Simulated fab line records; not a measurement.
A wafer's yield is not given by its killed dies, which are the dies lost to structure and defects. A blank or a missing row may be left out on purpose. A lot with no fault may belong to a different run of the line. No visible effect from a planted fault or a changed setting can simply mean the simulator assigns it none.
Split-lot study	flow n5-finfet	7 lots, 21 wafers read, on a route of 1938 steps

== ON THE SPLIT ==
At N5_BEOL_M8_COAT_22 (resist thk 30 nm), the setting spin-rpm was moved away from the recipe's 1500 rpm on 4 of the 21 wafers read, by -4.7% to +9.2%. This setting was run at the recipe's value on the other wafers.

== FROM THE SPLIT TO THE READING: what the file shows between them, 4 steps ==
- N5_BEOL_M8_EBR_24
- N5_BEOL_M8_SOFTBAKE_23: time 60 s
- N5_BEOL_M8_DESCUM_33: chemistry O2, time 7 s
- N5_BEOL_M8_ETCH_72: etches underlayer in N2/H2, target depth 6.5 nm, time 5.2 s

== THE READING ==
CAR-EUV_of_BEOL_M8_COAT_22.thk-nm (the simulator's own value, which no gauge read), in nm, at N5_BEOL_M8_ETCH_65 (etches SiARC in CF4, target depth 15.6 nm, time 26 s). There is no usual value for it anywhere in the file. Here, 17 wafers ran the recipe; their average is 11.2 nm with a standard deviation of 0.18 nm.

wafer	tool, chamber at the split	spin-rpm as run, rpm	against the recipe	CAR-EUV_of_BEOL_M8_COAT_22.thk-nm, nm	against lot-mates on the recipe
L081.3	litho-track-03, 0	1500	recipe	11.4	-
L081.4	litho-track-03, 0	1500	recipe	11.4	-
L081.5	litho-track-03, 0	1500	recipe	11.4	-
L082.1	litho-track-03, 0	1500	recipe	11.2	-
L082.2	litho-track-03, 0	1500	recipe	11	-
L082.5	litho-track-03, 0	1500	recipe	11.4	-
L087.3	litho-track-02, 0	1500	recipe	11	-
L087.5	litho-track-02, 0	1500	recipe	11	-
L087.4	litho-track-02, 0	1500	recipe	11.2	-
L091.2	litho-track-03, 0	1430	-4.7%	12	+0.6
L091.5	litho-track-03, 0	1430	-4.7%	12	+0.6
L091.6	litho-track-03, 0	1500	recipe	11.4	-
L089.2	litho-track-02, 0	1638	+9.2%	10	-1.4
L089.4	litho-track-02, 0	1500	recipe	11.4	-
L089.6	litho-track-02, 0	1500	recipe	11.4	-
L093.1	litho-track-03, 0	1500	recipe	11	-
L093.5	litho-track-03, 0	1500	recipe	11	-
L093.3	litho-track-03, 0	1500	recipe	11.2	-
L097.1	litho-track-02, 0	1500	recipe	11	-
L097.5	litho-track-02, 0	1500	recipe	11	-
L097.6	litho-track-02, 0	1451	-3.3%	11.8	+0.8

THE FIT
A straight line over all 21 wafers: CAR-EUV_of_BEOL_M8_COAT_22.thk-nm changes by -0.147 nm for each +1% of spin-rpm; r = -0.91; the points scatter about the line by 0.18 nm.
The same after taking each lot's own level away (the mean of its wafers on the recipe; 21 wafers): -0.152 nm for each +1%; r = -0.96; scatter 0.11 nm.
Per that fit: largest spin-rpm move, reading shift of 1.4 nm.
The lots' own levels span 11.00 to 11.40 nm, that is 2.2 times the standard deviation above.
Consequently the slope shifts little with the lot-to-lot level, the two slopes agreeing.
Check: with one of the wafers moved furthest among these (+9.2%) left out of the fit, the line predicts -1.38 nm for it against its lot-mates. It came out at -1.4 nm against them.

== THE WHOLE CHAIN: every reading that the file lists as answering this split, in the file's order ==
step	what it does	reading	change (the file's fit)	r (the file's)
N5_BEOL_M8_COAT_22	resist thk 30 nm	CAR-EUV_of_BEOL_M8_COAT_22.thk-nm (the simulator's own value, which no gauge read)	-0.143 nm for each +1% of the setting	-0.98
N5_BEOL_M8_DESCUM_33	chemistry O2, time 7 s	CAR-EUV_of_BEOL_M8_COAT_22.thk-nm (the simulator's own value, which no gauge read)	-0.151 nm for each +1% of the setting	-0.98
N5_BEOL_M8_ETCH_65	etches SiARC in CF4, target depth 15.6 nm, time 26 s	CAR-EUV_of_BEOL_M8_COAT_22.thk-nm (the simulator's own value, which no gauge read)	-0.156 nm for each +1% of the setting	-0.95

== THE FILE'S OWN FIT ==
CAR-EUV_of_BEOL_M8_COAT_22.thk-nm changes by -0.156 nm for each +1% of spin-rpm, r = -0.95.
